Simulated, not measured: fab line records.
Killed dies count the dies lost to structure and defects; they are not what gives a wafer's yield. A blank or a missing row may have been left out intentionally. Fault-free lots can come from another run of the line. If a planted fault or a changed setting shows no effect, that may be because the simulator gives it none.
Which tool was responsible? | flow n5-finfet | Sampling: 9 lots, 27 wafers, 5 of 1938 route steps

== WHAT THE GAUGES SHOWED, per wafer ==
N5_BEOL_M2_CD_MEAS_28: target cd 26.2 nm, target cd y 24.1 nm.
lot  | measured     | on        | cd-nm (nm)
L503 | day 7 09:25  | cd-sem-02 | 26.37 26.06 26.09
L505 | day 8 04:54  | cd-sem-02 | 26.46 26.12 26.02
L507 | day 8 13:45  | cd-sem-03 | 26.29 26.30 26.30
L510 | day 8 20:47  | cd-sem-01 | 26.15 25.93 25.94
L518 | day 11 06:48 | cd-sem-02 | 26.29 25.71 26.04
L520 | day 12 03:43 | cd-sem-03 | 26.59 26.47 26.35
L522 | day 12 08:43 | cd-sem-03 | 26.12 26.34 25.97
L523 | day 12 09:32 | cd-sem-02 | 25.93 26.25 26.07
L524 | day 12 15:15 | cd-sem-03 | 26.50 26.46 26.54

N5_BEOL_M4_RC_MEAS_101.
lot  | measured     | on        | DIBL_N (mV/V)  | DIBL_P (mV/V)  | IOFF_N (nA/um) | IOFF_P (nA/um) | ION_N (uA/um) | ION_P (uA/um) | SS_N (mV/dec)  | SS_P (mV/dec)  | VT_N (mV)         | VT_P (mV)
L503 | day 8 19:38  | prober-01 | 37.7 32.4 36.1 | 39.0 32.8 37.3 | 0.21 0.11 0.18 | 0.24 0.15 0.21 | 684 666 682   | 467 458 465   | 72.2 70.6 71.9 | 74.0 72.1 73.8 | 244.9 253.1 246.9 | -249 -256 -250
L505 | day 9 10:14  | prober-02 | 36.0 37.9 35.0 | 36.5 39.2 35.4 | 0.17 0.21 0.15 | 0.24 0.29 0.21 | 691 684 684   | 468 471 469   | 71.0 71.7 70.8 | 73.2 74.4 73.2 | 248.1 245.2 249.1 | -247 -246 -249
L507 | day 9 19:16  | prober-02 | 36.6 37.9 38.8 | 35.3 38.5 38.1 | 0.14 0.18 0.19 | 0.16 0.22 0.21 | 663 684 681   | 449 464 463   | 72.0 72.4 71.7 | 72.9 74.1 74.2 | 253.8 248.7 249.6 | -254 -253 -253
L510 | day 10 19:17 | prober-01 | 35.6 38.3 34.8 | 35.8 37.0 34.9 | 0.15 0.19 0.14 | 0.20 0.23 0.19 | 675 691 678   | 466 470 464   | 71.2 71.7 70.5 | 73.9 73.9 72.2 | 249.1 249.9 250.8 | -251 -249 -254
L518 | day 12 22:01 | prober-01 | 36.6 35.4 39.7 | 36.0 34.3 38.6 | 0.15 0.13 0.21 | 0.20 0.18 0.24 | 673 687 671   | 461 472 455   | 71.4 71.3 72.8 | 73.1 73.1 73.6 | 251.9 251.6 248.7 | -249 -252 -250
L520 | day 13 19:06 | prober-02 | 37.3 38.2 41.6 | 37.1 37.8 41.5 | 0.17 0.20 0.29 | 0.22 0.24 0.31 | 703 677 701   | 478 462 477   | 72.3 71.6 72.4 | 73.7 74.4 75.2 | 246.6 245.7 241.5 | -249 -250 -244
L522 | day 14 06:01 | prober-01 | 38.4 37.4 37.3 | 37.9 36.2 35.7 | 0.20 0.18 0.17 | 0.24 0.22 0.21 | 695 678 666   | 469 461 461   | 72.2 72.0 71.5 | 74.3 73.4 73.1 | 243.4 247.8 249.1 | -249 -251 -252
L523 | day 14 10:52 | prober-02 | 39.5 40.7 37.4 | 39.0 38.9 35.8 | 0.18 0.21 0.16 | 0.24 0.24 0.20 | 664 678 680   | 463 461 461   | 71.9 73.2 71.3 | 73.9 74.5 73.8 | 249.3 247.9 250.8 | -248 -247 -250
L524 | day 14 13:47 | prober-02 | 40.8 35.2 37.1 | 40.8 34.0 36.9 | 0.27 0.13 0.18 | 0.34 0.20 0.25 | 703 677 679   | 477 463 467   | 73.1 72.0 71.7 | 74.0 72.0 73.6 | 242.1 251.3 248.0 | -241 -248 -244

== TOOL THAT RAN EACH LOT (tool first, then ch and the chambers of the sampled wafers, then the start) ==
lot  | N5_BEOL_M2_ETCH_70                 | N5_BEOL_M2_TRENCH_ETCH_37                     | N5_BEOL_M2_ETCH_41
L503 | rie-diel-03 ch 1,2,3, day 7 13:23  | rie-diel-03 ch 1,2,3, day 8 19:38 or earlier  | rie-diel-03 ch 1,2,3, day 8 19:38 or earlier
L505 | rie-diel-03 ch 1,2,3, day 8 07:40  | rie-diel-03 ch 1,2,3, day 9 10:14 or earlier  | rie-diel-03 ch 1,2,3, day 9 10:14 or earlier
L507 | rie-diel-05 ch 1,2, day 8 17:52    | rie-diel-05 ch 1,2, day 9 19:16 or earlier    | rie-diel-05 ch 1,2, day 9 19:16 or earlier
L510 | rie-diel-05 ch 1,2,3, day 9 00:10  | rie-diel-05 ch 1,2,3, day 10 19:17 or earlier | rie-diel-05 ch 1,2,3, day 10 19:17 or earlier
L518 | rie-diel-03 ch 0,1,3, day 11 17:52 | rie-diel-03 ch 0,1,3, day 12 22:01 or earlier | rie-diel-03 ch 0,1,3, day 12 22:01 or earlier
L520 | rie-diel-03 ch 0,1,3, day 12 06:58 | rie-diel-03 ch 0,1,3, day 13 19:06 or earlier | rie-diel-03 ch 0,1,3, day 13 19:06 or earlier
L522 | rie-diel-01 ch 0,1,3, day 12 13:04 | rie-diel-01 ch 0,1,3, day 14 06:01 or earlier | rie-diel-01 ch 0,1,3, day 14 06:01 or earlier
L523 | rie-diel-05 ch 2,3, day 12 17:32   | rie-diel-05 ch 2,3, day 14 10:52 or earlier   | rie-diel-05 ch 2,3, day 14 10:52 or earlier
L524 | rie-diel-01 ch 0,1, day 12 21:08   | rie-diel-01 ch 0,1, day 14 13:47 or earlier   | rie-diel-01 ch 0,1, day 14 13:47 or earlier
- N5_BEOL_M2_ETCH_70: etches SOC in N2/H2, target depth 80 nm, overetch 24 nm, time 130 s.
- N5_BEOL_M2_TRENCH_ETCH_37: etches SiOC in C4F6/O2, target depth 55.555 nm, time 29.2 s.
- N5_BEOL_M2_ETCH_41: etches SiCN in CH3F/O2, target depth 29.9 nm, time 52.5 s.

== AS READ BY THE TOOLS THEMSELVES (means over the sampled wafers that have a number; for cases with no such wafer, the mark the record gives instead) ==
N5_BEOL_M2_ETCH_70.
lot  | tool        | drypump-motor-current-A (A) | h2-flow-sccm (sccm) | oes-product-au (a.u.) | rf-vpp-V (V) | run-length-s (s) | showerhead-plenum-p-Torr (Torr) | throttle-valve-pct (%)
L503 | rie-diel-03 | 5.6                         | 200.0               | 0.56                  | 522.9        | 153.0            | 2.52                            | 18.02
L505 | rie-diel-03 | 5.6                         | 200.2               | 0.56                  | 522.4        | 153.2            | 2.51                            | 18.03
L507 | rie-diel-05 | 5.6                         | 199.9               | 0.63                  | 526.2        | 152.7            | 2.63                            | 17.91
L510 | rie-diel-05 | 5.3                         | 200.3               | 0.62                  | 526.7        | 153.0            | 2.62                            | 17.89
L518 | rie-diel-03 | 5.7                         | 199.7               | 0.59                  | 526.2        | 158.6            | 2.65                            | 17.91
L520 | rie-diel-03 | 5.7                         | 200.3               | 0.58                  | 526.7        | 164.0            | 2.64                            | 17.92
L522 | rie-diel-01 | 5.7                         | 200.1               | 0.56                  | 525.3        | 153.3            | 2.59                            | 17.83
L523 | rie-diel-05 | 5.3                         | 200.0               | 0.60                  | 528.1        | 152.8            | 2.68                            | 17.93
L524 | rie-diel-01 | 5.6                         | 199.5               | 0.59                  | 524.5        | 153.6            | 2.57                            | 17.79

N5_BEOL_M2_TRENCH_ETCH_37.
lot  | tool        | drypump-motor-current-A (A) | oes-product-au (a.u.) | rf-vpp-V (V) | run-length-s (s) | showerhead-plenum-p-Torr (Torr) | throttle-valve-pct (%)
L503 | rie-diel-03 | 5.6                         | 0.75                  | 665          | 52.5             | 2.83                            | 21.14
L505 | rie-diel-03 | 5.6                         | 0.75                  | 664          | 52.2             | 2.83                            | 21.16
L507 | rie-diel-05 | 5.6                         | 0.86                  | 665          | 51.7             | 2.93                            | 20.88
L510 | rie-diel-05 | 5.3                         | 0.85                  | 663          | 52.2             | 2.93                            | 20.91
L518 | rie-diel-03 | 5.8                         | 0.82                  | 661          | 52.3             | 2.95                            | 20.92
L520 | rie-diel-03 | 5.8                         | 0.81                  | 660          | 52.3             | 2.95                            | 20.92
L522 | rie-diel-01 | 5.7                         | 0.76                  | 676          | 52.6             | 2.89                            | 20.83
L523 | rie-diel-05 | 5.3                         | 0.82                  | 675          | 51.9             | 3.00                            | 21.02
L524 | rie-diel-01 | 5.7                         | 0.81                  | 673          | 53.0             | 2.87                            | 20.82

N5_BEOL_M2_ETCH_41.
lot  | tool        | drypump-motor-current-A (A) | oes-product-au (a.u.) | rf-vpp-V (V) | run-length-s (s) | showerhead-plenum-p-Torr (Torr) | throttle-valve-pct (%)
L503 | rie-diel-03 | 5.6                         | 0.75                  | 297.1        | 75.6             | 1.99                            | 16.57
L505 | rie-diel-03 | 5.6                         | 0.75                  | 296.7        | 75.6             | 1.98                            | 16.57
L507 | rie-diel-05 | 5.6                         | 0.86                  | 298.8        | 75.2             | 2.07                            | 16.30
L510 | rie-diel-05 | 5.3                         | 0.84                  | 298.1        | 75.6             | 2.06                            | 16.31
L518 | rie-diel-03 | 5.7                         | 0.83                  | 299.3        | 75.7             | 2.07                            | 16.35
L520 | rie-diel-03 | 5.8                         | 0.82                  | 299.0        | 75.9             | 2.07                            | 16.36
L522 | rie-diel-01 | 5.6                         | 0.77                  | 297.5        | 76.0             | 2.04                            | 16.31
L523 | rie-diel-05 | 5.3                         | 0.82                  | 299.2        | 75.1             | 2.12                            | 16.42
L524 | rie-diel-01 | 5.6                         | 0.81                  | 297.8        | 76.0             | 2.02                            | 16.27

== THE ANSWER, worked out from the rows above alone ==
Rule: the usual values come from the lots themselves. Put in order of their means at a reading, lots are off if they are a third of the lots or fewer, leave a main group of 4 or more, and stand apart from it by a gap of 3 or more times the standard deviation of the main group's means; of several such gaps the widest counts. A main group whose means are all the same, to the digits that the tables above print for the reading, isn't used. A lot without any number at a reading at which 4 lots or more have one is off too. Where the step has rows for the other lots, those lots are counted as sound. First the gauges in route order, then the tools' own readings, where a lot's mean is used as printed above. The first step at which some lot is off is used, and at that step the reading that is off furthest; a lot without a number counts as furthest.
Off, at N5_BEOL_M2_ETCH_70 on run-length-s: L518, L520. Main group: mean 153.1 s, sd 0.28.
If a tool, at that step or one of the process steps before it, ran each lot that is off and ran no sound lot following the first of them, it fits. One candidate fits, namely rie-diel-03 at N5_BEOL_M2_ETCH_70. A fault onset in the window from L505 (day 8 07:40, its last sound lot) to L518 (day 11 17:52, its first lot off) fits.
The tool's own readings at N5_BEOL_M2_ETCH_70 bear it out: on the lots that are off they differ by more than 5 times the standard deviation of the sound lots' means. run-length-s reads 161.3 s there against 153.1 s on the sound lots.

== WHAT HAD BEEN PUT IN BY THE SIMULATOR ==
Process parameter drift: rie-diel-03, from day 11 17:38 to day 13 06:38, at N5_BEOL_M2_ETCH_70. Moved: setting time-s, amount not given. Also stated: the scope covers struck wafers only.
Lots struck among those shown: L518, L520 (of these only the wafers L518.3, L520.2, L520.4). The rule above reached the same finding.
